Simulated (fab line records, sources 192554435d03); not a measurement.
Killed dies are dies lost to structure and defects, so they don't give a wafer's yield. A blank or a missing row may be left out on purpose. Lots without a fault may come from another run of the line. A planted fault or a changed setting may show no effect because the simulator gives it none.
Chamber matching | flow n5_finfet | N5_BEOL_M5_ETCH_62 on rie_diel-02: 4 sister chambers
The step etches SOC in N2/H2, target depth 75 nm, overetch 15 nm, time 112.5 s. 20 wafers are shown with their chamber, then 10 later ones without.

WAFERS WITH THEIR CHAMBER
wafer  | chamber | showerhead_plenum_p_Torr (Torr) | throttle_valve_pct (%) | drypump_motor_current_A (A)
L074.2 | 2       | 2.64                            | 17.93                  | 6.3
L074.3 | 0       | 2.52                            | 18.01                  | 5.8
L074.5 | 0       | 2.51                            | 17.99                  | 5.8
L076.1 | 1       | 2.46                            | 18.17                  | 6.0
L076.4 | 0       | 2.51                            | 18.02                  | 5.8
L076.6 | 2       | 2.64                            | 17.94                  | 6.3
L075.1 | 0       | 2.51                            | 18.00                  | 5.8
L075.3 | 3       | 2.51                            | 17.75                  | 5.9
L075.5 | 2       | 2.64                            | 17.95                  | 6.3
L078.1 | 0       | 2.51                            | 18.02                  | 5.8
L078.2 | 2       | 2.64                            | 17.95                  | 6.3
L078.4 | 1       | 2.46                            | 18.17                  | 6.1
L084.2 | 2       | 2.63                            | 17.96                  | 6.3
L084.5 | 3       | 2.50                            | 17.77                  | 5.8
L084.6 | 0       | 2.51                            | 18.05                  | 5.8
L083.1 | 3       | 2.50                            | 17.77                  | 5.8
L083.2 | 0       | 2.51                            | 18.03                  | 5.8
L083.3 | 2       | 2.63                            | 17.95                  | 6.2
L087.1 | 3       | 2.50                            | 17.79                  | 5.8
L087.3 | 0       | 2.50                            | 18.04                  | 5.8

SIGNATURES (means of the wafers above)
reading                  | chamber 0 | chamber 1 | chamber 2 | chamber 3 | scatter within a chamber
showerhead_plenum_p_Torr | 2.5100    | 2.4600    | 2.6367    | 2.5025    | 0.00505
throttle_valve_pct       | 18.0200   | 18.1700   | 17.9467   | 17.7700   | 0.0161
drypump_motor_current_A  | 5.800     | 6.050     | 6.283     | 5.825     | 0.0361
Rule: a wafer's distance from a chamber is the root of the sum, over the readings, of the square of ((its reading less the chamber's mean) divided by the reading's scatter). The wafer belongs to the nearest chamber; if the next one is less than 2 further off, it can't be placed. The scatter: the root of (the sum of the squares of (reading less its chamber's mean) over the shown wafers, divided by (wafers less chambers)).

WAFERS WITHOUT THEIR CHAMBER
wafer  | showerhead_plenum_p_Torr (Torr) | throttle_valve_pct (%) | drypump_motor_current_A (A)
L087.5 | 2.45                            | 18.24                  | 6.0
L090.2 | 2.50                            | 17.78                  | 5.9
L090.3 | 2.50                            | 18.06                  | 5.8
L090.4 | 2.63                            | 17.97                  | 6.3
L095.1 | 2.50                            | 18.05                  | 5.8
L095.4 | 2.44                            | 18.25                  | 6.0
L095.5 | 2.50                            | 18.08                  | 5.8
L096.1 | 2.62                            | 18.00                  | 6.3
L096.2 | 2.44                            | 18.25                  | 6.0
L096.6 | 2.50                            | 18.07                  | 5.7

WHICH CHAMBER EACH WENT THROUGH
wafer  | from the rows above | in truth
L087.5 | 1                   | 1
L090.2 | 3                   | 3
L090.3 | 0                   | 0
L090.4 | 2                   | 2
L095.1 | 0                   | 0
L095.4 | 1                   | 1
L095.5 | 0                   | 0
L096.1 | 2                   | 2
L096.2 | 1                   | 1
L096.6 | 0                   | 0
Placed correctly: 10 of 10. Can't be placed from these rows: 0. Placed wrongly: 0.
